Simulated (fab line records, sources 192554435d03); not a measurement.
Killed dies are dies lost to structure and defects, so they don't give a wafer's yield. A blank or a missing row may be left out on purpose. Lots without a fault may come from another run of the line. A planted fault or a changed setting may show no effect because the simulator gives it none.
fab line records | flow n5_finfet
record lots=20 wafers=60 last_day=19
route steps=1938 shown BEOL_M14@1753 BEOL_M15@1774
lots that met no fault: from a run of the same line without faults
start_h: hours from the record's first day to the start of the lot's first wafer shown | wait_h: hours since the lot's step before | " the same as in the row above | L1.1+2: a row that stands for several wafers | - no value, or no start given | * or withheld: withheld | < > ~ a bound
route shown NAME@n: a module of which the file shows steps, and the number in the route of the first | usual: mean/standard deviation of fault-free wafers | same: alike in all rows | chamber/n: place in a boat | sites: the reading at each site | _std_site: their standard deviation | _edge_site: outer sites' mean less inner sites' | radius_mm: how far each site lies from the wafer's centre | mask NAME#n: copy n | behind: the tool/chamber that last shaped the wafer | hold: why the lot was held/for how many hours/how that ended | device: the transistor (n, p or np) that didn't switch | end of line: the same wafers' tests at the end of the route | a step without rows: its recipe alone | killed: dies lost to structure and defects at the first sort, not the wafer's yield | map: a wafer's dies, x killed, . not, _ none there
set.NAME: the setting as run; set.NAME@STEP: as run at that earlier step | model.NAME: the simulator's own value behind a step, which no gauge read
steps of the route over a sample of lots; a table a step, a row a wafer
services: from which hour (start_h, from the record's first day; less than 0 if before it) a tool's chamber was out of use, for how many hours, and why
## steps
# step N5_BEOL_M14_TRENCH_ETCH_34
# recipe chemistry=C4F8/O2/Ar target=SiO2 target_depth_a=5566.5 mask_material=SOC he_inner_torr=15 he_outer_torr=30 time_s=126.9 ion_energy_ev=800 pressure_mtorr=20 source_w=1905 bias_w=2040 Ar_flow_sccm=400 C4F8_flow_sccm=16 O2_flow_sccm=12
# usual C4F8_flow_sccm=16.00/0.047 O2_flow_sccm=11.99/0.037 drypump_motor_current_A=6.0/0.5 oes_o_777_au=0.80/0.073 oes_product_au=0.80/0.077 rf_vpp_V=2203/40 showerhead_plenum_p_Torr=3.39/0.12 throttle_valve_pct=30.92/0.25
# columns lot.wafer tool chamber start_h wait_h C4F8_flow_sccm O2_flow_sccm drypump_motor_current_A oes_o_777_au oes_product_au rf_hours_counter_h rf_vpp_V showerhead_plenum_p_Torr throttle_valve_pct
L074.1 rie_diel-03 2 266.61 0.0 16.07 12.03 6.7 0.82 0.82 84 2161 3.49 31.23
L074.4 " 0 " " 15.98 11.90 6.0 0.79 0.78 98 2216 3.34 31.07
L074.6 " 0 " " 15.97 11.97 6.0 0.79 0.79 - 2216 3.34 31.09
L078.2 rie_diel-05 3 319.40 0.0 15.98 12.08 5.6 0.88 0.87 43 2209 3.38 30.67
L078.3 " 1 " " 15.99 12.01 6.2 0.84 0.87 53 2208 3.36 30.75
L078.6 " 3 " " 15.96 12.01 5.6 0.87 0.87 - 2212 3.38 30.67
L077.4 rie_diel-01 0 323.96 0.0 16.00 11.99 6.2 0.72 0.72 188 2157 3.28 31.02
L077.5 " 1 " " 16.02 12.01 6.4 0.79 0.79 - 2172 3.34 30.60
L077.6 " 0 " " 15.97 11.93 6.2 0.72 0.72 - 2158 3.28 31.01
L080.2 rie_diel-01 0 346.82 0.0 15.87 12.00 6.2 0.71 0.71 200 2156 3.28 31.01
L080.4 " 3 " " 16.07 11.99 5.1 0.74 0.72 - 2198 3.13 30.45
L080.5 " 0 " " 15.94 12.00 6.2 0.71 0.71 - 2156 3.28 31.01
L081.1 rie_diel-03 3 359.68 0.0 16.04 12.01 5.6 0.90 0.89 27 2274 3.51 31.18
L081.2 " 0 " " 15.98 12.01 6.0 0.77 0.76 120 2214 3.33 31.10
L081.6 " 2 " " 16.03 11.96 6.8 0.81 0.79 - 2161 3.48 31.24
L082.1 rie_diel-01 1 363.89 0.0 16.07 11.92 6.4 0.79 0.78 104 2171 3.33 30.59
L082.3 " 3 " " 15.96 11.98 5.1 0.74 0.70 224 2200 3.12 30.45
L082.4 " 0 " " 16.05 11.98 6.2 0.70 0.70 208 2158 3.27 31.03
L085.1 rie_diel-05 3 380.23 0.0 16.04 12.04 5.6 0.84 0.83 66 2208 3.36 30.70
L085.4 " 3 " " 16.06 12.09 5.5 0.85 0.83 - 2208 3.37 30.69
L085.6 " 0 " " 16.02 12.04 5.4 0.76 0.78 - 2177 3.49 31.14
L084.1 rie_diel-01 1 382.74 0.0 16.03 12.03 6.4 0.78 0.77 112 2171 3.33 30.62
L084.3 " 0 " " 15.98 12.06 6.2 0.70 0.71 215 2155 3.27 31.05
L084.4 " 2 " " 16.01 11.97 5.4 0.92 0.94 19 2262 3.51 30.95
L087.1 rie_diel-01 0 384.73 0.0 15.98 11.97 6.2 0.70 0.70 216 2155 3.27 31.03
L087.2 " 3 " " 16.02 11.93 5.1 0.73 0.71 233 2199 3.12 30.46
L087.5 " 0 " " 16.04 12.07 6.2 0.70 0.70 - 2156 3.27 31.03
L086.2 rie_diel-03 3 385.76 0.0 16.04 11.98 5.6 0.89 0.88 37 2272 3.51 31.21
L086.4 " 1 " " 16.04 12.03 6.5 0.80 0.79 100 2178 3.46 30.69
L086.5 " 3 " " 16.03 11.94 5.6 0.89 0.88 - 2274 3.51 31.19
L089.2 rie_diel-01 2 388.70 0.0 16.02 11.98 5.4 0.92 0.93 21 2265 3.51 30.94
L089.3 " 0 " " 16.05 12.00 6.3 0.70 0.71 217 2157 3.27 31.04
L089.5 " 1 " " 15.99 11.99 6.5 0.77 0.78 - 2172 3.33 30.62
L090.2 rie_diel-05 0 397.80 0.0 15.93 12.01 5.4 0.76 0.78 120 2176 3.49 31.12
L090.4 " 1 " " 15.96 11.97 6.2 0.80 0.82 - 2208 3.34 30.78
L090.6 " 0 " " 16.02 12.00 5.4 0.76 0.78 - 2177 3.49 31.12
L091.2 rie_diel-03 1 416.49 0.0 16.07 11.97 6.5 0.79 0.79 110 2178 3.46 30.70
L091.5 " 3 " " 15.99 11.93 5.6 0.87 0.86 - 2272 3.50 31.21
L091.6 " 2 " " 15.97 12.02 6.7 0.79 0.78 - 2161 3.47 31.30
L088.2 rie_diel-01 1 418.99 0.0 15.95 11.99 6.4 0.77 0.76 127 2171 3.32 30.61
L088.3 " 0 " " 15.98 12.03 6.2 0.69 0.69 230 2154 3.26 31.06
L088.6 " 2 " " 16.02 11.94 5.4 0.89 0.90 - 2263 3.50 30.95
L092.1 rie_diel-01 1 421.87 0.0 15.96 12.05 6.5 0.76 0.76 128 2171 3.32 30.61
L092.2 " 3 " " 15.93 11.99 5.1 0.72 0.68 248 2199 3.11 30.49
L092.4 " 0 " " 16.03 11.99 6.2 0.69 0.68 231 2154 3.26 31.04
L095.2 rie_diel-03 3 422.75 0.0 16.01 12.04 5.6 0.86 0.85 51 2271 3.50 31.21
L095.5 " 2 " " 15.98 11.94 6.7 0.79 0.78 - 2160 3.47 31.28
L095.6 " 3 " " 16.01 12.02 5.6 0.86 0.87 - 2272 3.50 31.22
L093.2 rie_diel-05 0 429.25 0.0 16.02 12.03 5.4 0.75 0.77 133 2176 3.48 31.14
L093.4 " 1 " " 16.00 12.02 6.2 0.79 0.82 96 2207 3.34 30.79
L093.6 " 1 " " 16.03 12.06 6.2 0.79 0.81 - 2207 3.34 30.79
L096.2 rie_diel-01 2 431.73 0.0 16.00 11.95 5.4 0.88 0.89 37 2263 3.50 30.95
L096.5 " 2 " " 15.97 11.99 5.4 0.87 0.90 - 2263 3.50 30.95
L096.6 " 0 " " 15.93 11.98 6.2 0.69 0.69 - 2154 3.26 31.06
L094.1 rie_diel-01 0 432.31 0.0 15.93 12.02 6.2 0.69 0.68 236 2154 3.26 31.04
L094.3 " 2 " " 16.02 12.02 5.4 0.88 0.90 38 2264 3.50 30.96
L094.4 " 2 " " 16.03 12.02 5.4 0.89 0.90 - 2262 3.50 30.94
L097.1 rie_diel-03 2 437.02 0.0 16.05 12.01 6.7 0.79 0.76 135 2160 3.47 31.29
L097.5 " 3 " " 16.06 12.04 5.6 0.86 0.85 - 2270 3.50 31.19
L097.6 " 0 " " 16.06 11.94 6.0 0.74 0.75 - 2213 3.31 31.13
# step N5_BEOL_M14_DEGAS_41
# recipe ambient=vacuum temp_c=300 time_s=60
# usual heater_power_w=452/37
# columns lot.wafer tool chamber start_h wait_h heater_power_w
L074.1 pvd_sputter-03 - 268.63 0.1 512
L074.4 " - " " 444
L074.6 " - " " 473
L078.2 pvd_sputter-01 - 320.34 0.3 482
L078.3 " - " " 413
L078.6 " - " " 499
L077.4 pvd_sputter-02 - 326.19 0.3 460
L077.5 " - " " 448
L077.6 " - " " 456
L080.2 pvd_sputter-02 - 348.12 0.4 456
L080.4 " - " " 408
L080.5 " - " " 456
L081.1 pvd_sputter-02 - 361.63 0.3 458
L081.2 " - " " 409
L081.6 " - " " 400
L082.1 pvd_sputter-02 - 365.91 0.5 444
L082.3 " - " " 447
L082.4 " - " " 414
L085.1 pvd_sputter-03 - 381.61 0.3 428
L085.4 " - " " 533
L085.6 " - " " 471
L084.1 pvd_sputter-03 - 384.33 0.2 437
L084.3 " - " " 461
L084.4 " - " " 405
L087.1 pvd_sputter-03 - 385.60 0.3 409
L087.2 " - " " 528
L087.5 " - " " 439
L086.2 pvd_sputter-03 - 388.88 0.5 408
L086.4 " - " " 460
L086.5 " - " " 464
L089.2 pvd_sputter-02 - 389.90 0.4 401
L089.3 " - " " 450
L089.5 " - " " 443
L090.2 pvd_sputter-01 - 401.33 0.0 422
L090.4 " - " " 498
L090.6 " - " " 451
L091.2 pvd_sputter-01 - 418.38 0.2 486
L091.5 " - " " 476
L091.6 " - " " 410
L088.2 pvd_sputter-03 - 424.59 2.4 474
L088.3 " - " " 525
L088.6 " - " " 526
L092.1 pvd_sputter-03 - 425.13 0.3 523
L092.2 " - " " 408
L092.4 " - " " 470
L095.2 pvd_sputter-01 - 425.30 0.3 438
L095.5 " - " " 463
L095.6 " - " " 507
L093.2 pvd_sputter-03 - 432.52 0.6 401
L093.4 " - " " 442
L093.6 " - " " 396
L096.2 pvd_sputter-02 - 433.12 0.2 400
L096.5 " - " " 451
L096.6 " - " " 445
L094.1 pvd_sputter-02 - 437.44 0.2 450
L094.3 " - " " 470
L094.4 " - " " 445
L097.1 pvd_sputter-01 - 439.15 0.3 490
L097.5 " - " " 420
L097.6 " - " " 498
# step N5_BEOL_M15_THK_MEAS_01
# recipe reads=SiO2_of_BEOL_M15_ILD_DEP_00
# usual M15_ILD_THK=1636/22
# columns lot.wafer tool chamber start_h wait_h M15_ILD_THK[nm]
L074.1 film_metro-01 - 270.24 0.1 1602
L074.4 " - " " 1620
L074.6 " - " " 1601
L078.2 film_metro-02 - 322.05 0.1 1581
L078.3 " - " " 1612
L078.6 " - " " 1647
L077.4 film_metro-01 - 328.04 0.0 1606
L077.5 " - " " 1632
L077.6 " - " " 1613
L080.2 film_metro-01 - 349.70 0.1 1627
L080.4 " - " " 1663
L080.5 " - " " 1668
L081.1 film_metro-01 - 363.22 0.1 1606
L081.2 " - " " 1609
L081.6 " - " " 1627
L082.1 film_metro-02 - 368.17 0.1 1612
L082.3 " - " " 1604
L082.4 " - " " 1631
L085.1 film_metro-02 - 383.52 0.1 1651
L085.4 " - " " 1624
L085.6 " - " " 1664
L084.1 film_metro-01 - 386.11 0.1 1596
L084.3 " - " " 1627
L084.4 " - " " 1608
L087.1 film_metro-02 - 387.33 0.2 1624
L087.2 " - " " 1635
L087.5 " - " " 1647
L086.2 film_metro-02 - 390.49 0.1 1643
L086.4 " - " " 1611
L086.5 " - " " 1630
L089.2 film_metro-02 - 392.10 0.3 1611
L089.3 " - " " 1624
L089.5 " - " " 1635
L090.2 film_metro-02 - 403.03 0.1 1625
L090.4 " - " " 1662
L090.6 " - " " 1679
L091.2 film_metro-01 - 420.18 0.1 1647
L091.5 " - " " 1677
L091.6 " - " " 1688
L088.2 film_metro-02 - 426.27 0.1 1642
L088.3 " - " " 1646
L088.6 " - " " 1661
L092.1 film_metro-02 - 426.75 0.1 1629
L092.2 " - " " 1637
L092.4 " - " " 1646
L095.2 film_metro-02 - 427.02 0.1 1620
L095.5 " - " " 1656
L095.6 " - " " 1660
L093.2 film_metro-02 - 434.19 0.1 1637
L093.4 " - " " 1639
L093.6 " - " " 1672
L096.2 film_metro-01 - 434.70 0.1 1634
L096.5 " - " " 1642
L096.6 " - " " 1692
L094.1 film_metro-02 - 439.02 0.1 1649
L094.3 " - " " 1632
L094.4 " - " " 1662
L097.1 film_metro-01 - 441.61 0.1 1622
L097.5 " - " " 1655
L097.6 " - " " 1675
# step N5_BEOL_M15_VIA_ETCH_16
# recipe chemistry=C4F8/O2/Ar target=SiO2 he_inner_torr=15 he_outer_torr=30 target_depth_a=17922 time_s=withheld ion_energy_ev=800 pressure_mtorr=20 source_w=1905 bias_w=2040 Ar_flow_sccm=400 C4F8_flow_sccm=16 O2_flow_sccm=12 ends=cleared
# usual C4F8_flow_sccm=16.00/0.047 O2_flow_sccm=12.00/0.037 drypump_motor_current_A=5.5/0.34 oes_o_777_au=0.83/0.1 oes_product_au=0.75/0.099 rf_vpp_V=2231/42 showerhead_plenum_p_Torr=3.41/0.13 throttle_valve_pct=30.79/0.22
# columns lot.wafer tool chamber start_h wait_h C4F8_flow_sccm O2_flow_sccm drypump_motor_current_A oes_o_777_au oes_product_au rf_vpp_V showerhead_plenum_p_Torr throttle_valve_pct
L074.1 rie_diel-06 3 270.76 0.0 16.02 11.97 5.3 0.74 0.65 2237 3.29 31.26
L074.4 " 0 " " 15.96 12.05 4.9 0.85 0.75 2258 3.36 30.65
L074.6 " 1 " " 16.08 12.04 5.7 0.74 0.66 2231 3.30 31.00
L078.2 rie_diel-06 3 323.06 0.0 15.94 11.93 5.4 0.73 0.64 2236 3.28 31.27
L078.3 " 0 " " 16.04 11.98 4.9 0.82 0.74 2258 3.35 30.65
L078.6 " 2 " " 16.03 12.02 5.2 0.70 0.62 2261 3.52 30.87
L077.4 rie_diel-06 3 328.64 0.1 15.96 11.97 5.4 0.73 0.64 2236 3.28 31.28
L077.5 " 1 " " 15.98 12.02 5.7 0.72 0.64 2230 3.29 31.03
L077.6 " 0 " " 16.06 12.03 4.9 0.82 0.73 2257 3.35 30.68
L080.2 rie_diel-02 1 350.30 0.0 16.02 12.02 6.0 0.69 0.62 2222 3.27 30.50
L080.4 " 2 " " 15.97 11.96 5.5 0.97 0.89 2296 3.39 30.62
L080.5 " 1 " " 16.01 11.96 6.0 0.69 0.62 2219 3.27 30.50
L081.1 rie_diel-02 3 363.69 0.0 15.99 11.97 5.7 0.71 0.63 2154 3.35 30.95
L081.2 " 2 " " 16.06 12.01 5.5 0.95 0.88 2293 3.39 30.60
L081.6 " 0 " " 15.97 12.07 5.5 0.86 0.81 2245 3.49 30.77
L082.1 rie_diel-04 1 368.78 0.0 16.08 11.97 6.3 0.89 0.82 2212 3.67 31.01
L082.3 " 0 " " 16.03 12.05 5.8 0.86 0.77 2164 3.36 30.80
L082.4 " 2 " " 15.96 11.94 5.2 0.71 0.63 2260 3.55 31.06
L085.1 rie_diel-02 2 384.00 0.0 15.92 12.05 5.5 0.91 0.85 2294 3.38 30.62
L085.4 " 1 " " 16.03 12.05 6.1 0.68 0.61 2219 3.26 30.52
L085.6 " 1 " " 15.99 12.01 6.0 0.68 0.61 2219 3.26 30.51
L084.1 rie_diel-04 2 386.71 0.0 16.00 12.00 5.3 0.70 0.61 2260 3.55 31.06
L084.3 " 0 " " 16.01 12.03 5.8 0.86 0.75 2161 3.36 30.78
L084.4 " 1 " " 16.00 12.01 6.3 0.88 0.79 2209 3.66 31.00
L087.1 rie_diel-04 2 387.99 0.0 15.98 12.01 5.2 0.70 0.62 2257 3.55 31.07
L087.2 " 1 " " 15.94 12.07 6.3 0.88 0.79 2211 3.66 31.05
L087.5 " 1 " " 16.00 12.03 6.3 0.87 0.80 2211 3.66 31.04
L086.2 rie_diel-04 1 391.13 0.0 16.04 11.97 6.3 0.88 0.80 2210 3.66 31.03
L086.4 " 3 " " 16.03 12.04 5.7 0.93 0.83 2183 3.34 30.56
L086.5 " 3 " " 16.04 11.98 5.6 0.94 0.82 2182 3.34 30.55
L089.2 rie_diel-06 1 392.57 0.0 16.03 11.99 5.6 0.95 0.86 2266 3.68 30.73
L089.3 " 3 " " 15.99 12.05 5.3 0.71 0.62 2234 3.26 31.31
L089.5 " 3 " " 16.01 11.99 5.3 0.71 0.62 2235 3.26 31.31
L090.2 rie_diel-02 1 403.63 0.0 16.01 11.94 6.1 0.68 0.62 2219 3.26 30.51
L090.4 " 0 " " 15.93 11.99 5.4 0.84 0.79 2246 3.49 30.80
L090.6 " 3 " " 15.97 12.00 5.7 0.99 0.89 2154 3.35 30.76
L091.2 rie_diel-02 0 420.82 0.0 15.99 12.02 5.4 0.83 0.78 2245 3.48 30.79
L091.5 " 1 " " 16.02 11.98 6.1 0.67 0.61 2218 3.26 30.53
L091.6 " 0 " " 16.03 12.01 5.5 0.83 0.79 2244 3.48 30.80
L088.2 rie_diel-06 2 426.75 0.0 16.01 12.03 5.2 0.90 0.82 2260 3.51 30.69
L088.3 " 1 " " 15.96 11.94 5.7 0.93 0.85 2265 3.68 30.73
L088.6 " 0 " " 15.97 11.99 4.9 0.78 0.69 2254 3.33 30.67
L092.1 rie_diel-06 1 427.51 0.0 16.02 11.96 5.7 0.93 0.86 2264 3.68 30.74
L092.2 " 0 " " 16.02 11.98 4.9 0.78 0.69 2255 3.33 30.68
L092.4 " 3 " " 16.07 12.03 5.3 0.70 0.61 2233 3.26 31.32
L095.2 rie_diel-06 3 428.20 0.0 15.92 11.97 5.4 0.70 0.62 2234 3.26 31.33
L095.5 " 0 " " 16.01 11.98 4.9 0.78 0.69 2254 3.33 30.70
L095.6 " 3 " " 16.06 11.93 5.4 0.70 0.62 2234 3.26 31.33
L093.2 rie_diel-02 2 434.80 0.0 15.93 11.93 5.5 0.89 0.82 2294 3.38 30.62
L093.4 " 0 " " 16.04 11.98 5.4 0.83 0.78 2244 3.48 30.81
L093.6 " 3 " " 16.00 12.02 5.7 0.96 0.86 2152 3.35 30.75
L096.2 rie_diel-06 1 435.17 0.0 16.02 12.00 5.6 0.92 0.85 2265 3.68 30.75
L096.5 " 2 " " 16.05 12.04 5.2 0.90 0.83 2260 3.51 30.69
L096.6 " 0 " " 15.97 12.00 4.9 0.77 0.69 2256 3.33 30.69
L094.1 rie_diel-02 3 439.49 0.0 16.09 11.97 5.8 0.96 0.85 2151 3.34 30.73
L094.3 " 1 " " 15.96 12.04 6.1 0.67 0.60 2219 3.25 30.53
L094.4 " 0 " " 16.00 12.05 5.4 0.83 0.78 2244 3.48 30.79
L097.1 rie_diel-02 1 442.09 0.0 15.97 11.95 6.0 0.67 0.59 2219 3.25 30.52
L097.5 " 2 " " 16.03 11.96 5.5 0.88 0.82 2292 3.37 30.61
L097.6 " 3 " " 16.07 12.07 5.7 0.95 0.85 2151 3.34 30.74
# step N5_BEOL_M15_STRIP_64
# recipe chemistry=O2 power_w=600 temp_c=60 pressure_mtorr=30 rf_frequency_hz=6e+07 bias_power_w=0 overash_fraction=0.3 o2_flow_sccm=225
# usual drypump_motor_current_A=5.5/0.33 oes_product_au=0.83/0.11 rf_vpp_V=3.7/0.53 showerhead_plenum_p_Torr=2.08/0.077 throttle_valve_pct=16.58/0.27
# columns lot.wafer tool chamber start_h wait_h drypump_motor_current_A oes_product_au rf_hours_counter_h rf_vpp_V showerhead_plenum_p_Torr throttle_valve_pct
L074.1 rie_diel-06 3 - - 5.4 0.72 193 3.6 2.02 17.15
L074.4 " 0 " " 4.9 0.84 48 4.1 2.06 16.49
L074.6 " 1 " " 5.7 0.72 - 3.3 1.99 16.65
L078.2 rie_diel-06 3 - - 5.4 0.72 212 4.1 2.01 17.18
L078.3 " 0 " " 4.9 0.83 65 2.8 2.05 16.54
L078.6 " 2 " " 5.2 0.69 - 4.6 2.16 16.85
L077.4 rie_diel-06 3 - - 5.4 0.70 - 4.0 2.01 17.21
L077.5 " 1 " " 5.7 0.70 - 2.4 1.98 16.69
L077.6 " 0 " " 4.9 0.81 - 3.4 2.05 16.54
L080.2 rie_diel-02 1 - - 6.0 0.70 207 2.8 1.98 16.39
L080.4 " 2 " " 5.5 0.99 3 4.2 2.05 16.24
L080.5 " 1 " " 6.0 0.70 - 2.5 1.98 16.42
L081.1 rie_diel-02 3 - - 5.7 0.70 250 3.7 2.06 17.03
L081.2 " 2 " " 5.5 0.97 7 4.0 2.05 16.23
L081.6 " 0 " " 5.4 0.91 - 3.7 2.13 16.47
L082.1 rie_diel-04 1 - - 6.3 0.89 30 2.5 2.23 16.46
L082.3 " 0 " " 5.8 0.84 75 3.6 2.06 16.55
L082.4 " 2 " " 5.3 0.69 223 3.6 2.17 16.91
L085.1 rie_diel-02 2 - - 5.5 0.94 16 3.9 2.05 16.26
L085.4 " 1 " " 6.0 0.69 220 3.6 1.97 16.44
L085.6 " 1 " " 6.0 0.69 - 3.5 1.97 16.42
L084.1 rie_diel-04 2 - - 5.2 0.68 230 3.1 2.17 16.93
L084.3 " 0 " " 5.8 0.82 82 3.5 2.05 16.56
L084.4 " 1 " " 6.2 0.88 37 4.0 2.23 16.48
L087.1 rie_diel-04 2 - - 5.3 0.68 230 4.0 2.17 16.95
L087.2 " 1 " " 6.2 0.88 37 3.9 2.23 16.48
L087.5 " 1 " " 6.3 0.89 - 3.8 2.23 16.48
L086.2 rie_diel-04 1 - - 6.3 0.88 39 4.2 2.23 16.47
L086.4 " 3 " " 5.7 0.89 23 4.0 2.05 16.45
L086.5 " 3 " " 5.6 0.90 - 4.5 2.05 16.46
L089.2 rie_diel-06 1 - - 5.6 0.95 10 3.9 2.24 16.22
L089.3 " 3 " " 5.4 0.70 237 3.3 2.00 17.24
L089.5 " 3 " " 5.4 0.69 - 3.4 2.00 17.25
L090.2 rie_diel-02 1 - - 6.0 0.69 227 2.9 1.97 16.44
L090.4 " 0 " " 5.4 0.89 45 4.8 2.12 16.51
L090.6 " 3 " " 5.7 1.00 - 3.2 2.06 16.57
L091.2 rie_diel-02 0 - - 5.4 0.88 49 4.1 2.12 16.50
L091.5 " 1 " " 6.0 0.68 - 3.6 1.97 16.47
L091.6 " 0 " " 5.5 0.88 - 3.4 2.12 16.50
L088.2 rie_diel-06 2 - - 5.2 0.91 27 3.5 2.15 16.46
L088.3 " 1 " " 5.7 0.94 18 4.2 2.23 16.23
L088.6 " 0 " " 4.9 0.77 - 3.9 2.04 16.61
L092.1 rie_diel-06 1 - - 5.7 0.94 18 3.3 2.23 16.23
L092.2 " 0 " " 4.9 0.77 103 3.5 2.04 16.59
L092.4 " 3 " " 5.3 0.68 249 4.1 2.00 17.25
L095.2 rie_diel-06 3 - - 5.4 0.67 250 3.5 2.00 17.26
L095.5 " 0 " " 4.9 0.77 - 4.2 2.04 16.60
L095.6 " 3 " " 5.3 0.68 - 3.7 2.00 17.27
L093.2 rie_diel-02 2 - - 5.5 0.90 31 3.1 2.05 16.29
L093.4 " 0 " " 5.5 0.87 53 2.6 2.12 16.50
L093.6 " 3 " " 5.7 0.97 - 2.6 2.05 16.60
L096.2 rie_diel-06 1 - - 5.7 0.92 21 3.8 2.23 16.24
L096.5 " 2 " " 5.2 0.91 - 3.4 2.15 16.46
L096.6 " 0 " " 4.9 0.77 - 3.4 2.04 16.61
L094.1 rie_diel-02 3 - - 5.7 0.96 19 4.1 2.05 16.60
L094.3 " 1 " " 6.1 0.68 237 4.1 1.97 16.46
L094.4 " 0 " " 5.4 0.87 55 3.7 2.12 16.51
L097.1 rie_diel-02 1 - - 6.0 0.67 238 3.6 1.97 16.46
L097.5 " 2 " " 5.5 0.90 - 4.7 2.04 16.28
L097.6 " 3 " " 5.7 0.95 - 3.4 2.05 16.60
# step N5_BEOL_M15_ETCH_38
# recipe chemistry=CF4/N2 target=SiCN target_depth_a=1064 taper_deg=2 time_s=120.5 ion_energy_ev=150 mask_material=SiO2 pressure_mtorr=40 source_w=430 bias_w=70 Ar_flow_sccm=100 cf4_flow_sccm=60 n2_flow_sccm=60
# usual cf4_flow_sccm=59.99/0.18 drypump_motor_current_A=5.5/0.34 oes_product_au=0.84/0.11 rf_vpp_V=382.0/1.9 showerhead_plenum_p_Torr=2.19/0.082 throttle_valve_pct=15.31/0.24
# columns lot.wafer tool chamber start_h wait_h cf4_flow_sccm drypump_motor_current_A oes_product_au rf_hours_counter_h rf_vpp_V showerhead_plenum_p_Torr throttle_valve_pct
L074.1 rie_diel-04 2 - - 59.99 5.2 0.70 188 383.3 2.29 15.60
L074.4 " 2 " " 59.93 5.3 0.72 - 383.3 2.29 15.61
L074.6 " 3 " " 60.26 5.6 0.68 - 381.8 2.16 15.67
L078.2 rie_diel-06 0 - - 59.92 4.9 0.81 66 381.0 2.14 15.17
L078.3 " 1 " " 60.03 5.6 0.72 239 381.0 2.10 15.51
L078.6 " 0 " " 59.95 4.9 0.81 - 379.6 2.14 15.19
L077.4 rie_diel-06 3 - - 60.14 5.4 0.70 - 379.6 2.10 15.84
L077.5 " 1 " " 59.78 5.6 0.71 - 380.6 2.10 15.51
L077.6 " 0 " " 59.87 4.9 0.79 - 381.1 2.14 15.19
L080.2 rie_diel-02 1 - - 60.03 6.0 0.69 209 379.9 2.10 15.26
L080.4 " 2 " " 59.76 5.5 0.99 5 382.0 2.17 14.99
L080.5 " 0 " " 60.22 5.4 0.91 - 383.8 2.24 15.25
L081.1 rie_diel-02 2 - - 59.84 5.5 0.96 9 380.9 2.17 15.00
L081.2 " 1 " " 60.03 6.0 0.68 213 379.4 2.10 15.28
L081.6 " 1 " " 59.90 6.0 0.69 - 381.5 2.10 15.27
L082.1 rie_diel-06 0 - - 59.97 4.9 0.78 84 380.5 2.14 15.22
L082.3 " 2 " " 60.00 5.2 0.97 8 384.4 2.26 15.14
L082.4 " 1 " " 59.94 5.7 0.99 5 385.0 2.36 15.04
L085.1 rie_diel-02 2 - - 59.75 5.5 0.93 18 380.9 2.16 15.01
L085.4 " 3 " " 60.14 5.7 1.02 2 382.2 2.16 15.25
L085.6 " 0 " " 59.75 5.4 0.88 - 383.8 2.24 15.26
L084.1 rie_diel-04 1 - - 60.44 6.3 0.89 38 385.9 2.34 15.26
L084.3 " 0 " " 59.98 5.8 0.84 83 381.8 2.15 15.24
L084.4 " 2 " " 59.91 5.2 0.68 231 383.9 2.27 15.69
L087.1 rie_diel-06 2 - - 59.84 5.2 0.95 14 383.7 2.26 15.15
L087.2 " 0 " " 59.81 4.9 0.77 89 381.0 2.13 15.23
L087.5 " 3 " " 59.95 5.4 0.69 - 379.3 2.09 15.88
L086.2 rie_diel-04 3 - - 59.91 5.6 0.93 24 382.2 2.15 15.18
L086.4 " 0 " " 60.13 5.8 0.83 85 379.5 2.15 15.26
L086.5 " 2 " " 59.57 5.3 0.68 - 382.2 2.27 15.69
L089.2 rie_diel-06 0 - - 59.88 4.9 0.77 91 379.8 2.13 15.25
L089.3 " 2 " " 60.13 5.2 0.95 15 383.4 2.26 15.17
L089.5 " 2 " " 59.95 5.2 0.96 - 382.8 2.26 15.15
L090.2 rie_diel-02 3 - - 60.13 5.7 0.99 8 380.7 2.15 15.27
L090.4 " 2 " " 60.21 5.5 0.93 23 381.5 2.16 15.03
L090.6 " 3 " " 60.10 5.7 1.00 - 379.6 2.15 15.26
L091.2 rie_diel-02 3 - - 59.85 5.7 0.98 13 380.8 2.15 15.26
L091.5 " 3 " " 59.84 5.7 0.97 - 381.5 2.15 15.28
L091.6 " 2 " " 60.14 5.5 0.90 - 381.5 2.16 15.04
L088.2 rie_diel-06 2 - - 59.92 5.2 0.92 30 382.8 2.25 15.18
L088.3 " 1 " " 60.18 5.7 0.94 20 385.7 2.35 15.06
L088.6 " 0 " " 60.17 4.9 0.75 - 381.2 2.13 15.27
L093.2 rie_diel-02 1 - - 59.72 6.0 0.67 237 378.2 2.09 15.30
L093.4 " 2 " " 60.37 5.5 0.90 33 381.9 2.16 15.05
L093.6 " 3 " " 60.11 5.7 0.96 - 380.4 2.15 15.29
L092.1 rie_diel-06 0 - - 60.06 4.9 0.76 108 381.0 2.13 15.29
L092.2 " 1 " " 60.29 5.7 0.94 23 385.4 2.35 15.05
L092.4 " 0 " " 59.80 4.9 0.75 - 380.4 2.13 15.28
L095.2 rie_diel-04 3 - - 59.97 5.7 0.91 37 380.1 2.14 15.21
L095.5 " 3 " " 60.03 5.7 0.91 - 380.6 2.14 15.20
L095.6 " 2 " " 59.86 5.3 0.67 - 383.0 2.27 15.73
L096.2 rie_diel-02 0 - - 60.15 5.4 0.85 55 384.4 2.23 15.32
L096.5 " 0 " " 60.08 5.4 0.86 - 383.1 2.23 15.29
L096.6 " 3 " " 60.22 5.7 0.95 - 382.5 2.15 15.29
L094.1 rie_diel-04 3 - - 59.61 5.7 0.91 37 380.4 2.14 15.23
L094.3 " 0 " " 60.01 5.7 0.82 98 380.6 2.14 15.27
L094.4 " 1 " " 60.06 6.2 0.86 54 383.5 2.34 15.30
L097.1 rie_diel-06 2 - - 59.70 5.2 0.89 35 383.4 2.25 15.21
L097.5 " 1 " " 59.97 5.7 0.93 - 385.9 2.35 15.08
L097.6 " 0 " " 59.81 4.9 0.75 - 379.4 2.13 15.27
## services
# columns tool chamber start_h hours kind
rie_diel-02 - 257.06 72.1 repair
rie_diel-04 3 294.15 6.5 repair
rie_diel-03 - 322.81 14.6 pm
rie_diel-06 2 324.33 - clean
rie_diel-06 2 324.33 - consumable_replace:focus_ring
rie_diel-06 2 324.33 21.0 scheduled_down
rie_diel-06 2 324.33 21.0 vent_cycle
rie_diel-02 - 329.20 14.6 pm
rie_diel-06 3 331.95 2.6 repair
rie_diel-04 - 336.59 4.8 repair
rie_diel-06 - 338.02 0.6 repair
rie_diel-01 1 341.15 22.0 repair
rie_diel-06 1 345.30 - clean
rie_diel-06 1 345.30 - consumable_replace:focus_ring
rie_diel-06 1 345.30 - consumable_replace:showerhead
rie_diel-06 1 345.30 15.0 scheduled_down
rie_diel-06 1 345.30 15.0 vent_cycle
rie_diel-06 0 347.58 3.7 repair
rie_diel-05 2 349.12 1.4 repair
rie_diel-06 - 354.64 4.3 pm
rie_diel-05 3 395.52 5.8 repair
rie_diel-01 2 422.68 5.6 repair
rie_diel-06 3 429.20 - clean
pvd_sputter-01 - 430.44 0.9 repair
## key
fault none
